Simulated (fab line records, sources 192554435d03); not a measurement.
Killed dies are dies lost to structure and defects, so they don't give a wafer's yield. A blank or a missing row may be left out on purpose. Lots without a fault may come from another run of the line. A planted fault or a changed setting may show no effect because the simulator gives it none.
fab line records | flow n5_finfet
record lots=12 wafers=33 last_day=18
route steps=1938 shown BEOL_M14@1727 PASSIVATION@1936
lots that met no fault: from a run of the same line without faults
start_h: hours from the record's first day to the start of the lot's first wafer shown | wait_h: hours since the lot's step before | " the same as in the row above | L1.1+2: a row that stands for several wafers | - no value, or no start given | * or withheld: withheld | < > ~ a bound
route shown NAME@n: a module of which the file shows steps, and the number in the route of the first | usual: mean/standard deviation of fault-free wafers | same: alike in all rows | chamber/n: place in a boat | sites: the reading at each site | _std_site: their standard deviation | _edge_site: outer sites' mean less inner sites' | radius_mm: how far each site lies from the wafer's centre | mask NAME#n: copy n | behind: the tool/chamber that last shaped the wafer | hold: why the lot was held/for how many hours/how that ended | device: the transistor (n, p or np) that didn't switch | end of line: the same wafers' tests at the end of the route | a step without rows: its recipe alone | killed: dies lost to structure and defects at the first sort, not the wafer's yield | map: a wafer's dies, x killed, . not, _ none there
set.NAME: the setting as run; set.NAME@STEP: as run at that earlier step | model.NAME: the simulator's own value behind a step, which no gauge read
steps of the route over a sample of lots; a table a step, a row a wafer
services: from which hour (start_h, from the record's first day; less than 0 if before it) a tool's chamber was out of use, for how many hours, and why
## steps
# step N5_BEOL_M14_OVL_MEAS_11
# recipe points_per_wafer=44
# usual V13_OVL=5/5.5
# columns lot.wafer tool chamber start_h wait_h V13_OVL[nm]
L489.1 overlay-01 0 242.66 0.0 -4
L489.2 " 0 " " 5
L489.5 " 0 " " 3
L490.3 overlay-01 0 244.76 0.0 4
L490.4 " 0 " " 2
L490.5 " 0 " " 1
L492.3 overlay-01 0 255.10 0.0 0
L492.4 " 0 " " 11
L492.5 " 0 " " 1
L493.1 overlay-02 0 270.37 0.0 6
L493.3 " 0 " " 12
L493.4 " 0 " " 14
L494.2 overlay-01 0 274.82 0.0 -1
L494.3 " 0 " " 4
L494.4 " 0 " " 6
L495.2 overlay-02 0 282.20 0.0 2
L495.3 " 0 " " 0
L495.4 " 0 " " 6
L496.1 overlay-02 0 295.53 0.0 12
L496.6 " 0 " " 14
L500.1 overlay-02 0 312.17 0.0 7
L500.2 " 0 " " -1
L500.6 " 0 " " 5
L505.4 overlay-02 0 353.78 0.0 6
L505.5 " 0 " " 2
L505.6 " 0 " " 4
L506.3 overlay-02 0 357.42 0.0 -4
L506.6 " 0 " " -1
L507.1 overlay-02 0 363.77 0.0 -3
L507.5 " 0 " " -7
L512.2 overlay-02 0 408.26 0.0 -3
L512.4 " 0 " " -4
L512.5 " 0 " " -4
# step N5_BEOL_M14_INSPECT_12
# recipe mode=adi inspect_instrument=macro
# usual raw_defect_count=1.8/1.2
# columns lot.wafer tool chamber start_h wait_h raw_defect_count
L489.1 defect_inspect-01 - 242.69 0.0 2
L489.2 " - " " 4
L489.5 " - " " 3
L490.3 defect_inspect-01 - 244.78 0.0 1
L490.4 " - " " 3
L490.5 " - " " 1
L492.3 defect_inspect-02 - 255.12 0.0 0
L492.4 " - " " 2
L492.5 " - " " 3
L493.1 defect_inspect-02 - 270.40 0.0 1
L493.3 " - " " 0
L493.4 " - " " 1
L494.2 defect_inspect-02 - 274.85 0.0 2
L494.3 " - " " 0
L494.4 " - " " 2
L495.2 defect_inspect-02 - 282.22 0.0 0
L495.3 " - " " 1
L495.4 " - " " 2
L496.1 defect_inspect-02 - 295.56 0.0 2
L496.6 " - " " 1
L500.1 defect_inspect-02 - 312.20 0.0 1
L500.2 " - " " 1
L500.6 " - " " 0
L505.4 defect_inspect-01 - 353.80 0.0 2
L505.5 " - " " 4
L505.6 " - " " 3
L506.3 defect_inspect-02 - 357.44 0.0 1
L506.6 " - " " 3
L507.1 defect_inspect-02 - 363.79 0.0 2
L507.5 " - " " 3
L512.2 defect_inspect-02 - 408.29 0.0 1
L512.4 " - " " 2
L512.5 " - " " 1
# step N5_BEOL_M14_EXPOSE_25
# recipe mask_id=M14 na=0.8 source_shape=annular sigma_inner=0.5 sigma_outer=0.8 polarization=unpolarized target_cd_nm=280 dose_mj=26.6
# usual exposure_dose_mJ_cm2=26.585/0.026 focus_offset_nm=0.1/0.52
# same sigma_outer=0.8
# columns lot.wafer tool chamber start_h wait_h mask exposure_dose_mJ_cm2 focus_offset_nm
L489.1 krf_scanner-01 0 243.45 - M14#0 26.618 -0.8
L489.2 " 0 " " M14#0 26.603 0.8
L489.5 " 0 " " M14#0 26.559 -0.2
L490.3 krf_scanner-01 0 245.47 - M14#0 26.582 -0.1
L490.4 " 0 " " M14#0 26.586 -0.1
L490.5 " 0 " " M14#0 26.616 0.8
L492.3 krf_scanner-02 0 256.07 - M14#0 26.575 0.0
L492.4 " 0 " " M14#0 26.588 -0.9
L492.5 " 0 " " M14#0 26.552 -0.8
L493.1 krf_scanner-02 0 272.03 - M14#0 26.597 0.7
L493.3 " 0 " " M14#0 26.536 0.1
L493.4 " 0 " " M14#0 26.620 0.6
L494.2 krf_scanner-01 0 276.78 - M14#0 26.543 0.8
L494.3 " 0 " " M14#0 26.564 1.3
L494.4 " 0 " " M14#0 26.586 0.4
L495.2 krf_scanner-02 0 282.98 - M14#0 26.607 0.1
L495.3 " 0 " " M14#0 26.578 0.1
L495.4 " 0 " " M14#0 26.577 -0.2
L496.1 krf_scanner-02 0 296.18 - M14#0 26.580 -0.2
L496.6 " 0 " " M14#0 26.595 -0.1
L500.1 krf_scanner-01 0 312.96 - M14#0 26.560 0.0
L500.2 " 0 " " M14#0 26.546 -0.5
L500.6 " 0 " " M14#0 26.580 -0.5
L505.4 krf_scanner-02 0 354.62 - M14#0 26.418 -0.6
L505.5 " 0 " " M14#0 26.452 -0.3
L505.6 " 0 " " M14#0 26.403 -0.1
L506.3 krf_scanner-01 0 358.47 - M14#0 26.617 0.1
L506.6 " 0 " " M14#0 26.622 0.1
L507.1 krf_scanner-01 0 364.61 - M14#0 26.605 0.0
L507.5 " 0 " " M14#0 26.590 0.8
L512.2 krf_scanner-01 0 408.91 - M14#0 26.575 0.0
L512.4 " 0 " " M14#0 26.566 1.1
L512.5 " 0 " " M14#0 26.597 1.1
# step N5_BEOL_M14_DESCUM_33
# recipe chemistry=O2 time_s=7.9 source_power_w=50 bias_power_w=20 pressure_mtorr=20 rf_frequency_hz=2.712e+07 temp_c=40 o2_flow_sccm=225
# usual drypump_motor_current_A=5.5/0.45 oes_product_au=0.81/0.067 rf_vpp_V=243.2/1.2 showerhead_plenum_p_Torr=2.09/0.066 throttle_valve_pct=20.23/0.2
# columns lot.wafer tool chamber start_h wait_h drypump_motor_current_A oes_product_au rf_hours_counter_h rf_vpp_V showerhead_plenum_p_Torr throttle_valve_pct
L489.1 rie_diel-02 1 243.82 0.1 5.4 0.78 98 240.6 2.03 20.00
L489.2 " 2 " " 6.2 0.83 42 243.1 2.05 19.95
L489.5 " 1 " " 5.4 0.79 - 243.0 2.03 19.99
L490.3 rie_diel-04 3 245.72 0.0 5.6 0.93 14 244.4 2.14 20.32
L490.4 " 0 " " 5.8 0.89 21 242.4 2.04 20.43
L490.5 " 3 " " 5.6 0.94 - 243.5 2.14 20.33
L492.3 rie_diel-04 3 256.39 0.1 5.6 0.93 17 244.4 2.14 20.34
L492.4 " 0 " " 5.9 0.89 25 241.9 2.04 20.42
L492.5 " 3 " " 5.6 0.92 - 244.1 2.14 20.34
L493.1 rie_diel-01 1 273.80 1.6 5.5 0.85 45 244.8 2.15 20.03
L493.3 " 2 " " 5.6 0.85 62 242.9 2.12 20.36
L493.4 " 3 " " 4.8 0.73 130 241.7 2.06 19.82
L494.2 rie_diel-04 1 277.08 0.1 5.1 0.84 50 243.7 2.23 20.22
L494.3 " 2 " " 5.0 0.80 83 243.5 2.12 20.18
L494.4 " 3 " " 5.6 0.92 19 245.1 2.14 20.36
L495.2 rie_diel-02 1 283.33 0.1 5.4 0.78 113 242.4 2.03 20.01
L495.3 " 2 " " 6.1 0.82 57 241.3 2.04 19.98
L495.4 " 3 " " 6.1 0.70 234 243.6 2.05 20.60
L496.1 rie_diel-01 3 296.44 0.0 4.8 0.73 138 243.5 2.06 19.83
L496.6 " 0 " " 5.6 0.69 - 244.9 2.15 20.29
L500.1 rie_diel-04 0 313.25 0.0 5.9 0.86 40 242.2 2.04 20.44
L500.2 " 1 " " 5.1 0.84 63 247.0 2.22 20.26
L500.6 " 2 " " 4.9 0.79 - 244.5 2.11 20.21
L505.4 rie_diel-02 0 354.88 0.0 6.2 0.82 - 241.0 1.99 20.42
L505.5 " 0 " " 6.2 0.83 - 240.7 2.00 20.42
L505.6 " 2 " " 6.2 0.78 - 242.0 2.03 20.01
L506.3 rie_diel-01 2 358.91 0.2 5.6 0.82 94 242.7 2.11 20.42
L506.6 " 3 " " 4.8 0.71 - 243.7 2.05 19.87
L507.1 rie_diel-04 2 364.87 0.0 5.0 0.77 118 243.5 2.11 20.24
L507.5 " 1 " " 5.2 0.82 - 243.6 2.22 20.29
L512.2 rie_diel-04 3 409.46 0.3 5.6 0.86 60 243.7 2.13 20.42
L512.4 " 2 " " 5.0 0.75 136 243.3 2.10 20.27
L512.5 " 1 " " 5.2 0.80 - 243.8 2.21 20.31
# step N5_PASSIVATION_PROBE_49
# usual defect_limited_yield=91.5/1.5 killed_at_M0_to_M3=32/10 killed_at_M4_up=13/4.9 killed_at_contacts=13/6.1 killed_at_front_end=38/11 killed_at_other=3/3.2 killed_dies=101/18 killed_open=66/13 killed_short=32/8.3 sort_bin_4_leakage=0.00/0.018 sort_bin_5_function=5.0/1 sort_bin_6_memory=3.2/0.74 sort_n_pass=1078/22 sort_yield_pct=91.3/1.9
# same gross_dies=1180 killed_at_back_side=0 sort_bin_8_speed[%]=0
# columns lot.wafer tool chamber start_h wait_h defect_limited_yield[%] killed_at_M0_to_M3 killed_at_M4_up killed_at_contacts killed_at_front_end killed_at_other killed_dies killed_open killed_short sort_bin_4_leakage[%] sort_bin_5_function[%] sort_bin_6_memory[%] sort_n_pass sort_yield_pct[%]
L496.1 prober-02 - 326.72 0.0 88.8 35 17 16 59 5 132 86 44 0 5.8 5.0 1048 88.8
L496.6 prober-02 - 326.97 0.3 88.1 33 16 7 65 20 141 87 48 0 7.5 3.8 1039 88.1
L505.4 prober-01 - 386.88 0.2 91.4 23 11 15 51 1 101 68 32 0 5.3 3.1 1079 91.4
L505.5 prober-01 - 386.93 0.2 91.4 26 24 7 43 2 102 61 40 0 5.2 3.1 1078 91.4
L505.6 prober-01 - 386.98 0.3 89.7 37 16 7 53 8 121 83 36 0 6.2 3.7 1059 89.7
# killed by level:class
L496.1 STI_FIN_REVEAL:geometric_particle:open=25 MOL_CONTACT_COAG:geometric_particle:open=12 BEOL_M0_SAQP:geometric_particle:short=10 BEOL_M0_SAQP:geometric_particle:open=7 BEOL_M1:geometric_particle:open=7 FIN_SAQP:geometric_particle:open=6 FIN_SAQP:geometric_particle:short=6 STI_FIN_REVEAL:geometric_particle:short=5
L496.6 STI_FIN_REVEAL:geometric_particle:open=32 STI_FIN_REVEAL:geometric_particle:short=10 FIN_SAQP:geometric_particle:short=9 BEOL_M0_SAQP:geometric_particle:open=6 BEOL_M3:geometric_particle:open=6 MIM_TOP_ETCH:geometric_particle:open=6 MOL_CONTACT_COAG:geometric_particle:open=6 BEOL_M4:geometric_particle:open=6
L505.4 STI_FIN_REVEAL:geometric_particle:open=13 MOL_CONTACT_COAG:geometric_particle:open=13 FIN_SAQP:geometric_particle:short=8 STARTING-WAFER:geometric_particle:open=6 FIN_SAQP:geometric_particle:open=5 BEOL_M0:geometric_particle:open=5 STI_FIN_REVEAL:geometric_particle:short=4 BEOL_M0_SAQP:geometric_particle:short=4
L505.5 BEOL_M4:geometric_particle:open=11 FIN_SAQP:geometric_particle:short=10 BEOL_M2:geometric_particle:open=9 STI_FIN_REVEAL:geometric_particle:open=9 MOL_CONTACT_COAG:geometric_particle:open=6 BEOL_M4:geometric_particle:short=6 FIN_SAQP:geometric_particle:open=5 STARTING-WAFER:geometric_particle:short=5
L505.6 BEOL_M2:geometric_particle:open=14 FIN_SAQP:geometric_particle:short=12 STI_FIN_REVEAL:geometric_particle:open=12 FIN_SAQP:geometric_particle:open=10 BEOL_M3:geometric_particle:open=8 BEOL_M5:geometric_particle:open=5 BEOL_M4:geometric_particle:open=5 MOL_CONTACT_COAG:geometric_particle:open=4
## services
# columns tool chamber start_h hours kind
rie_diel-02 2 220.06 5.1 repair
krf_scanner-01 - 220.66 4.4 pm
krf_scanner-02 - 228.56 4.4 pm
rie_diel-02 - 236.00 4.0 repair
rie_diel-04 - 260.98 14.6 pm
krf_scanner-01 - 267.27 3.6 pm
rie_diel-04 3 277.80 22.7 repair
rie_diel-04 - 278.13 2.0 repair
krf_scanner-02 - 307.60 3.6 pm
rie_diel-04 3 321.91 5.7 repair
rie_diel-01 1 325.21 10.6 repair
krf_scanner-01 - 330.03 0.8 pm
krf_scanner-02 - 332.59 0.5 repair
krf_scanner-01 - 333.48 1.0 pm
krf_scanner-02 - 335.36 1.0 pm
rie_diel-04 1 338.19 8.8 repair
krf_scanner-02 - 349.50 1.3 pm
rie_diel-02 1 353.41 5.8 repair
krf_scanner-02 - 355.84 18.1 repair
krf_scanner-01 - 365.33 17.6 repair
krf_scanner-02 - 386.92 0.8 pm
rie_diel-04 1 389.83 7.0 repair
rie_diel-02 - 395.15 2.5 repair
krf_scanner-01 - 397.14 1.3 pm
## key
first_sign step=N5_BEOL_M14_EXPOSE_25 reading=exposure_dose_mJ_cm2 direction=down sigmas=6.1 usual=26.585 struck=26.424
effect none on later readings
met_at N5_BEOL_M14_EXPOSE_25
struck_lots L505
loop_trim step=N5_BEOL_M14_EXPOSE_25 setting=dose lots=L505
not_acting_at N5_BEOL_M14_OVL_MEAS_11,N5_BEOL_M14_INSPECT_12,N5_BEOL_M14_DESCUM_33
onset_between 296.18 354.62
fault kind=process_parameter_drift tool=krf_scanner-02 chamber=- onset_h=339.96 steps=N5_BEOL_M14_EXPOSE_25 channel=focus_nm offset=169.77 spread_by_wafer=0.3 shape=step end_h=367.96
# loop_trim: a control loop set the setting to another value than it would have without faults
